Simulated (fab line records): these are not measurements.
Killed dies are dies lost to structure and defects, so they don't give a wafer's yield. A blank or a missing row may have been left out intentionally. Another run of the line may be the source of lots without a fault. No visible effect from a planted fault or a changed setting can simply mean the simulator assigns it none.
The tool behind it: which one? ; flow n5 finfet ; Sampling: 11 lots, 33 wafers, 2 of 1938 route steps

## WHAT EACH GAUGE READ, for each wafer
N5_BEOL_M10_CD_MEAS_11 targets a cd of 64.1 nm. Usual: cd nm reads 64.2 nm (standard deviation 0.48).
lot;measured;on;cd nm (nm);flag
L467;day 9 23:12;cd sem-01;63.2 63.5 63.0;
L470;day 10 22:35;cd sem-03;63.6 64.4 63.7;
L472;day 11 12:29;cd sem-02;64.4 64.1 64.0;
L473;day 11 19:38;cd sem-02;63.3 63.5 63.7;
L475;day 12 06:05;cd sem-02;63.9 63.5 63.3;
L478;day 13 02:35;cd sem-02;65.4 65.5 65.1;
L481;day 13 16:43;cd sem-03;63.9 64.0 64.4;
L482;day 14 00:07;cd sem-01;63.7 63.7 64.5;
L487;day 15 04:35;cd sem-03;64.1 64.0 64.2;
L489;day 15 12:29;cd sem-03;64.2 64.8 64.4;
L490;day 15 16:30;cd sem-01;63.8 64.4 64.4;

N5_BEOL_M10_CD_MEAS_18: pitch 140 nm, target cd 70 nm. Usual: cd nm reads 70.3 nm (standard deviation 0.54).
lot;measured;on;cd nm (nm);flag
L467;day 10 00:21;cd sem-02;69.2 69.7 69.8;
L470;day 10 23:23;cd sem-03;70.2 70.3 70.1;
L472;day 11 15:22;cd sem-03;70.1 70.0 69.5;
L473;day 11 20:38;cd sem-02;69.4 69.6 69.5;
L475;day 12 06:37;cd sem-02;69.7 69.1 69.5;
L478;day 13 03:24;cd sem-01;71.0 71.1 70.8;
L481;day 13 17:17;cd sem-01;70.1 70.1 70.3;
L482;day 14 00:39;cd sem-01;69.8 70.0 70.4;
L487;day 15 05:14;cd sem-02;70.3 69.9 70.2;
L489;day 15 13:01;cd sem-02;70.1 70.6 70.4;
L490;day 15 17:17;cd sem-01;70.0 70.0 70.9;

## WHAT TOOL EACH LOT RAN ON (gives the tool, then ch and the chambers of the sampled wafers, and finally the start)
The record holds no process step before these readings.

## WHAT THE TOOLS THEMSELVES READ (means of the sampled wafers that have a number; where no wafer has one, the mark that the record gives instead)
The record holds no such reading with a usual standard deviation.

## THE ANSWER, worked out from the rows above alone
Rule: a lot counts as off when the mean over its wafers that have a number is more than 3 standard deviations away from the usual mean. A lot without any number at a reading at which 4 lots or more have one is off too. Where the step has rows for the other lots, those lots are counted as sound. The gauges are gone through in route order, then the tools' own readings, and for those a lot's mean is taken as printed above. At the first step where some lot is off, the reading lying furthest off is the one used; lots without a number count as furthest.
Across all readings shown, no lot is off: no conclusion can be drawn from this.

## WHAT THE SIMULATOR HAD PUT IN
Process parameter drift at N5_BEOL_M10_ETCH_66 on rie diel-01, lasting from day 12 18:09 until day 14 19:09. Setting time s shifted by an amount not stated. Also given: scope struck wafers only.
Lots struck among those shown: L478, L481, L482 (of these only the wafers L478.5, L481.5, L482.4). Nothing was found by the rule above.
